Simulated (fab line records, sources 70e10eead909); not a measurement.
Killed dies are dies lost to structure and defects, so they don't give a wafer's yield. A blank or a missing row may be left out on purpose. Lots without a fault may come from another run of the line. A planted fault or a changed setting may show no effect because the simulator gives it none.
fab line records | flow nand_harc
record lots=6 wafers=18 last_day=33
route steps=1302 shown A_WL_FILL@953
lots that met no fault: from a run of the same line without faults
start_h: hours from the record's first day to the start of the lot's first wafer shown | wait_h: hours since the lot's step before | " the same as in the row above | L1.1+2: a row that stands for several wafers | - no value, or no start given | * or withheld: withheld | < > ~ a bound
route shown NAME@n: a module of which the file shows steps, and the number in the route of the first | usual: mean/standard deviation of fault-free wafers | same: alike in all rows | chamber/n: place in a boat | sites: the reading at each site | _std_site: their standard deviation | _edge_site: outer sites' mean less inner sites' | radius_mm: how far each site lies from the wafer's centre | mask NAME#n: copy n | behind: the tool/chamber that last shaped the wafer | hold: why the lot was held/for how many hours/how that ended | device: the transistor (n, p or np) that didn't switch | end of line: the same wafers' tests at the end of the route | a step without rows: its recipe alone | killed: dies lost to structure and defects at the first sort, not the wafer's yield | map: a wafer's dies, x killed, . not, _ none there
set.NAME: the setting as run; set.NAME@STEP: as run at that earlier step | model.NAME: the simulator's own value behind a step, which no gauge read
lots at some steps of the route; a table a step, a row a wafer
services: from which hour (start_h, from the record's first day; less than 0 if before it) a tool's chamber was out of use, for how many hours, and why
## steps
# step NHARC_A_WL_FILL_RTA_01
# recipe temp_c=1000 time_s=5
# usual lamp_power_pct=32.0/0.58 lamp_zone_3_pct=32.0/0.58 lamp_zone_7_pct=32.5/0.59 wafer_temp_C_max=1004.1/1.1
# columns lot.wafer tool chamber start_h wait_h lamp_power_pct lamp_zone_3_pct lamp_zone_7_pct wafer_temp_C_max
L548.2 rtp_anneal-02 0 467.61 - 32.6 32.6 33.1 1006.3
L548.4 " 0 " " 32.6 32.7 33.2 1004.9
L548.5 " 0 " " 32.6 32.6 33.1 1006.2
L556.1 rtp_anneal-01 0 547.39 - 31.5 31.4 32.0 1004.1
L556.3 " 0 " " 31.4 31.4 31.9 1002.8
L556.4 " 0 " " 31.5 31.4 32.0 1004.1
L565.1 rtp_anneal-01 0 626.86 - 31.4 31.4 31.9 1002.7
L565.4 " 0 " " 31.5 31.4 32.0 1003.9
L565.6 " 0 " " 31.5 31.5 32.0 1003.5
L567.4 rtp_anneal-02 0 656.16 - 32.7 32.6 33.2 1007.4
L567.5 " 0 " " 32.6 32.7 33.1 1005.1
L567.6 " 0 " " 32.6 32.6 33.2 1005.3
L569.1 rtp_anneal-02 0 680.48 - 32.6 32.7 33.2 1003.4
L569.2 " 0 " " 32.6 32.6 33.2 1006.0
L569.4 " 0 " " 32.6 32.6 33.2 1004.4
L571.1 rtp_anneal-02 0 699.11 - 32.6 32.6 33.1 1005.6
L571.2 " 0 " " 32.6 32.6 33.2 1005.0
L571.4 " 0 " " 32.6 32.6 33.1 1005.0
# step NHARC_A_WL_FILL_ALD_02
# recipe target_thk_a=20 pulse_time_s=3 ald_cycles=100 temp_c=450 material=TiN
# step NHARC_A_WL_FILL_CVD_03
# recipe target_thk_a=400 temp_c=300 pressure_torr=40 wf6_flow_sccm=40 h2_flow_sccm=1600 ar_flow_sccm=1560 time_s=279 material=W
# step NHARC_A_WL_FILL_ETCHBACK_04
# recipe target_depth_a=600 time_s=120 chemistry=NF3
# usual drypump_motor_current_A=5.7/0.5 oes_product_au=0.998/0.0065
# columns lot.wafer tool chamber start_h wait_h drypump_motor_current_A oes_product_au rf_hours_counter_h
L548.2 rie_metal-03 1 468.62 0.3 6.4 0.988 1.9
L548.4 " 0 " " 5.1 0.993 -
L548.5 " 0 " " 5.1 1.001 -
L556.1 rie_metal-01 0 548.42 0.3 5.6 1.008 2.0
L556.4 " 0 " " 5.6 0.998 -
L556.3 " 1 " " 5.3 0.996 -
L565.1 rie_metal-03 1 627.88 0.3 6.4 0.994 2.4
L565.4 " 0 " " 5.1 0.991 -
L565.6 " 1 " " 6.4 0.985 -
L567.4 rie_metal-01 1 657.17 0.2 5.3 1.001 -
L567.5 " 1 " " 5.3 1.001 -
L567.6 " 0 " " 5.6 1.002 -
L569.1 rie_metal-03 0 681.51 0.3 5.1 1.000 3.0
L569.2 " 1 " " 6.4 0.996 3.0
L569.4 " 1 " " 6.4 0.984 -
L571.1 rie_metal-01 0 700.14 0.3 5.6 0.991 1.8
L571.2 " 1 " " 5.3 0.992 1.8
L571.4 " 0 " " 5.6 0.997 -
# step NHARC_A_WL_FILL_ETCHBACK_05
# recipe target_depth_a=220 time_s=60 temp_c=40 chemistry=Cl2/BCl3
# usual drypump_motor_current_A=5.7/0.5 oes_product_au=0.998/0.0068
# columns lot.wafer tool chamber start_h wait_h drypump_motor_current_A oes_product_au rf_hours_counter_h
L548.2 rie_metal-03 1 468.86 0.2 6.4 0.984 2.0
L548.4 " 1 " " 6.4 0.986 -
L548.5 " 0 " " 5.1 0.997 -
L556.1 rie_metal-01 0 548.66 0.2 5.6 1.009 2.1
L556.3 " 0 " " 5.6 1.013 -
L556.4 " 1 " " 5.3 1.013 -
L565.1 rie_metal-03 0 628.13 0.2 5.1 0.991 2.5
L565.4 " 0 " " 5.1 1.004 -
L565.6 " 1 " " 6.4 1.007 -
L567.4 rie_metal-01 1 657.37 0.2 5.3 0.992 -
L567.5 " 1 " " 5.3 0.997 -
L567.6 " 0 " " 5.5 0.991 -
L569.1 rie_metal-03 1 681.75 0.2 6.4 0.999 3.1
L569.2 " 0 " " 5.1 0.997 3.1
L569.4 " 0 " " 5.1 0.998 -
L571.1 rie_metal-01 0 700.38 0.2 5.6 1.002 1.9
L571.2 " 1 " " 5.3 1.006 1.9
L571.4 " 0 " " 5.6 0.999 -
# step NHARC_A_WL_FILL_STRIP_27
# recipe power_w=1500 temp_c=250 time_s=20 chemistry=N2/H2
# usual drypump_motor_current_A=6.08/0.2 heater_power_w=298/19
# columns lot.wafer tool chamber start_h wait_h drypump_motor_current_A heater_power_w rf_hours_counter_h
L548.2 plasma_asher-01 0 469.00 0.1 6.03 320 26
L548.4 " 1 " " 6.19 277 -
L548.5 " 1 " " 6.18 279 -
L556.1 plasma_asher-02 1 548.80 0.1 5.76 298 24
L556.4 " 1 " " 5.76 298 -
L556.3 " 0 " " 6.36 299 -
L565.1 plasma_asher-01 1 628.28 0.1 6.13 283 22
L565.4 " 1 " " 6.15 280 -
L565.6 " 1 " " 6.14 277 -
L567.4 plasma_asher-01 1 657.55 0.2 6.18 279 -
L567.5 " 0 " " 6.06 322 -
L567.6 " 1 " " 6.14 281 -
L569.2 plasma_asher-01 0 681.89 0.1 6.05 322 32
L569.1 " 1 " " 6.17 279 32
L569.4 " 0 " " 6.03 323 -
L571.1 plasma_asher-02 0 700.52 0.1 6.32 287 20
L571.2 " 1 " " 5.75 280 20
L571.4 " 1 " " 5.77 289 -
# step NHARC_A_WL_FILL_STRIP_28
# recipe time_s=1200 temp_c=72.5 chemistry=post_etch_residue_remover
# step NHARC_A_WL_FILL_PRECLEAN_06
# recipe time_s=300 chemistry=DIW
# step NHARC_A_WL_FILL_SRD_07
# step NHARC_A_WL_FILL_ANNEAL_08
# recipe temp_c=450 time_s=1800
# step NHARC_A_WL_FILL_ALD_10
# recipe target_thk_a=500 pulse_time_s=10 ald_cycles=500 temp_c=300 material=SiO2
# usual ald_cycles=500/0 heater_power_w=463/46 precursor_pulse_height_rel=0.999/0.02
# same pulse_time_s=10
# columns lot.wafer tool chamber start_h wait_h ald_cycles heater_power_w precursor_pulse_height_rel
L548.4 ald_hk-03 0 473.90 0.0 500 479 1.001
L548.2 " 3 475.43 1.6 500 469 1.017
L548.5 " 0 " " 500 470 1.000
L556.3 ald_hk-03 2 554.14 0.0 500 467 1.026
L556.1 " 3 " " 500 465 1.003
L556.4 " 0 " " 500 473 1.017
L565.4 ald_hk-03 3 634.95 1.1 526 470 1.010
L565.1 " 0 " " 500 459 0.990
L565.6 " 1 " " 500 466 1.012
L567.4 ald_hk-03 3 664.91 1.6 526 456 1.008
L567.6 " 0 " " 500 482 1.001
L567.5 " 1 " " 500 465 0.966
L569.1 ald_hk-04 3 687.30 0.1 500 415 1.007
L569.4 " 1 688.34 1.1 500 381 1.018
L569.2 " 2 " " 500 475 0.957
L571.1 ald_hk-01 3 709.78 0.2 500 561 1.000
L571.4 " 0 " " 500 423 0.988
L571.2 " 2 711.33 1.8 500 473 1.023
# step NHARC_A_WL_FILL_ETCHBACK_16
# recipe target_depth_a=1200 time_s=24 c4f8_flow_sccm=withheld o2_flow_sccm=8 ar_flow_sccm=withheld rf_w=600 bias_w=800 chemistry=C4F8/O2/Ar
# usual bias_w=799.7/2.5 oes_product_au=0.985/0.024 rf_vpp_V=726/3.9
# columns lot.wafer tool chamber start_h wait_h bias_w oes_product_au rf_hours_counter_h rf_vpp_V
L548.4 rie_diel-11 2 - - 798.9 0.989 1.2 717
L548.2 " 0 " " 800.3 0.990 1.0 726
L548.5 " 2 " " 796.9 0.999 - 716
L556.1 rie_diel-13 3 - - 798.4 0.960 0.8 727
L556.4 " 0 " " 800.2 0.967 0.8 723
L556.3 " 1 " " 797.7 0.968 0.7 729
L565.4 rie_diel-02 2 - - 797.7 0.990 4.5 731
L565.1 " 0 " " 798.8 0.981 4.5 724
L565.6 " 1 " " 798.7 1.008 - 733
L567.4 rie_diel-11 2 - - 796.6 0.955 0.9 717
L567.6 " 1 " " 801.4 0.945 - 721
L567.5 " 2 " " 798.1 0.954 - 717
L569.2 rie_diel-13 0 - - 796.3 1.001 4.0 724
L569.1 " 3 " " 799.5 0.982 4.6 727
L569.4 " 3 " " 795.6 0.991 - 727
L571.2 rie_diel-13 3 - - 800.1 1.001 0.3 727
L571.1 " 0 " " 797.7 1.005 0.3 725
L571.4 " 1 " " 802.4 1.001 - 728
## services
# columns tool chamber start_h hours kind
rie_diel-11 - 450.76 0.4 repair
rie_diel-02 1 460.39 11.7 repair
rie_diel-11 2 473.41 2.4 repair
ald_hk-03 - 499.69 0.7 repair
rie_diel-13 - 519.00 9.0 pm
rie_metal-03 - 519.00 9.0 pm
plasma_asher-01 - 519.17 9.0 pm
rie_metal-01 1 525.53 9.0 repair
plasma_asher-01 - 536.77 1.4 repair
rie_diel-13 2 543.28 13.5 repair
rtp_anneal-02 - 546.89 1.3 repair
rie_diel-11 3 555.53 7.7 repair
rie_metal-01 - 575.00 9.0 pm
ald_hk-03 - 595.53 2.6 repair
plasma_asher-01 - 602.91 4.3 repair
plasma_asher-02 - 603.00 9.0 pm
rie_diel-11 - 609.50 9.0 pm
rie_diel-13 0 627.80 7.2 repair
rie_diel-11 1 632.22 9.4 repair
rie_diel-13 1 685.20 9.7 repair
rie_diel-13 2 691.11 31.0 repair
rie_diel-13 - 696.00 9.0 pm
rie_metal-03 - 696.00 9.0 pm
plasma_asher-01 - 696.17 9.0 pm
## key
first_sign step=NHARC_A_WL_FILL_ALD_10 reading=ald_cycles direction=up sigmas=99+ usual=500 struck=526
effect none on later readings
met_at NHARC_A_WL_FILL_ALD_10
struck_wafers L565.4,L567.4
tester_left_out L565,L567
onset_between 554.14 634.95
fault kind=process_parameter_drift tool=ald_hk-03 chamber=3 onset_h=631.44 steps=NHARC_A_WL_FILL_ALD_10 channel=ald_cycles offset=26 shape=step end_h=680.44 acts_in=these_recipes_only stated=500
# tester_left_out: of these lots the tester's yield and bins aren't shown, on N5 and GAA mostly nor the transistor test; their killed dies are dies lost to structure and defects alone, not to doping, threshold or leakage, so they don't give the yield
